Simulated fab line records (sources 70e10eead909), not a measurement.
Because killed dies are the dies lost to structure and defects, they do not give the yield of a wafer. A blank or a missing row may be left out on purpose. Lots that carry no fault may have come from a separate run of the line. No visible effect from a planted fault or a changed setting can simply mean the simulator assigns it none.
Chamber matching | flow nand harc | cmp-02 running NHARC_A_CONTACT_CMP_20: 4 sister chambers
The step polishes, t overpolish 30 s, target thk 300 nm. 16 wafers are shown with their chamber, then 7 later ones without.

== WAFERS WITH THEIR CHAMBER ==
wafer  | chamber | motor current A (A) | time to endpoint s (s) | overpolish run s (s)
L780.3 | 0       | 12.5                | 62                     | 29.992
L780.4 | 2       | 13.5                | 59                     | 29.999
L780.6 | 0       | 12.9                | 65                     | 29.989
L782.2 | 3       | 12.3                | 63                     | 30.002
L782.3 | 1       | 11.6                | 66                     | 29.991
L782.6 | 0       | 13.0                | 63                     | 29.997
L787.1 | 3       | 11.9                | 61                     | 29.995
L787.2 | 1       | 11.5                | 61                     | 29.990
L787.5 | 3       | 11.8                | 62                     | 30.007
L788.1 | 0       | 12.9                | 65                     | 29.994
L788.2 | 2       | 12.7                | 64                     | 30.000
L788.4 | 1       | 12.3                | 65                     | 29.992
L785.3 | 2       | 13.2                | 62                     | 30.010
L785.4 | 3       | 12.4                | 64                     | 29.994
L785.6 | 1       | 11.8                | 65                     | 30.018
L797.3 | 0       | 12.7                | 61                     | 30.009

SIGNATURES (means of the wafers above)
reading            | chamber 0 | chamber 1 | chamber 2 | chamber 3 | scatter within a chamber
motor current A    | 12.800    | 11.800    | 13.133    | 12.100    | 0.306
time to endpoint s | 63.20     | 64.25     | 61.67     | 62.50     | 1.94
overpolish run s   | 29.99620  | 29.99775  | 30.00300  | 29.99950  | 0.00901
Rule: for each reading, subtract the chamber's mean from the wafer's reading, divide by that reading's scatter and square the result; add these up over the readings and take the root, which gives the wafer's distance from the chamber. If the next closest chamber is less than 2 further off than the closest, the wafer can't be placed; otherwise it belongs to the closest. The scatter: take each reading less its chamber's mean, square it, sum over the shown wafers, divide by the number of wafers less the number of chambers, and take the root.

== WAFERS MISSING THEIR CHAMBER ==
wafer  | motor current A (A) | time to endpoint s (s) | overpolish run s (s)
L797.6 | 11.9                | 61                     | 29.990
L801.2 | 12.2                | 64                     | 30.011
L801.3 | 13.1                | 60                     | 30.010
L801.4 | 11.7                | 65                     | 29.998
L803.4 | 12.5                | 62                     | 30.008
L803.5 | 12.5                | 64                     | 30.008
L803.6 | 12.7                | 62                     | 30.003

== EACH ONE'S CHAMBER ==
wafer  | from the rows above               | in truth
L797.6 | can't be placed: 3 or 1 or 0      | 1
L801.2 | can't be placed: 3 or 1 or 0 or 2 | 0
L801.3 | can't be placed: 2 or 0           | 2
L801.4 | can't be placed: 1 or 3           | 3
L803.4 | can't be placed: 3 or 0 or 2 or 1 | 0
L803.5 | can't be placed: 0 or 3 or 2 or 1 | 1
L803.6 | can't be placed: 0 or 2 or 3      | 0
Placed correctly: 0 of 7. These rows do not allow placing 7 (true chamber among the candidates in 7). Wrongly placed: 0.
